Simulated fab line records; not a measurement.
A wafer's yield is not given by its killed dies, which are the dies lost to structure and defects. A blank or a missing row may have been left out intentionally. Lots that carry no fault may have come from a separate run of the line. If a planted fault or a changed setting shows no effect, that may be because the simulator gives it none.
Chamber matching + flow nand harc + NHARC_A_STAIRCASE_DESCUM_219 on rie diel-11: 4 sister chambers
The step chemistry O2, time 3 s. 4 wafers are shown with their chamber, then 9 later ones without.

## WAFERS PAIRED WITH THEIR CHAMBERS
| wafer  | chamber | drypump motor current A (A) |
|--------|---------|-----------------------------|
| L087.3 | 0       | 6.4                         |
| L089.3 | 2       | 5.6                         |
| L089.4 | 1       | 5.8                         |
| L089.6 | 3       | 5.8                         |

## WAFERS WITHOUT THEIR CHAMBER
| wafer  | drypump motor current A (A) |
|--------|-----------------------------|
| L093.1 | 5.8                         |
| L093.3 | 5.5                         |
| L093.4 | 5.8                         |
| L094.1 | 5.8                         |
| L094.2 | 5.8                         |
| L094.3 | 5.5                         |
| L095.4 | 5.8                         |
| L095.5 | 5.8                         |
| L095.6 | 6.4                         |

## THE CHAMBER EACH PASSED THROUGH
| wafer  | from the rows above     | in truth |
|--------|-------------------------|----------|
| L093.1 | can't be placed: 1 or 3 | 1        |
| L093.3 | 2                       | 2        |
| L093.4 | can't be placed: 1 or 3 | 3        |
| L094.1 | can't be placed: 1 or 3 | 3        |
| L094.2 | can't be placed: 1 or 3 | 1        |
| L094.3 | 2                       | 2        |
| L095.4 | can't be placed: 1 or 3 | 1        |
| L095.5 | can't be placed: 1 or 3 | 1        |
| L095.6 | 0                       | 0        |
3 of 9 placed correctly. From these rows, 6 cannot be placed; in 6 the true chamber is one of the candidates. Number placed wrongly: 0.
How it was worked out, from the rows above alone: a wafer's distance from a chamber is the root of the sum, over the readings, of the square of ((its reading less the chamber's mean) divided by the reading's scatter). The wafer belongs to the nearest chamber; if the next one is less than 2 further off, it can't be placed. Each chamber's mean is taken over the wafers shown for it. The scatter (one wafer shown for each chamber): square how far every hidden wafer sits from the nearest shown wafer, average those squares and take the square root.
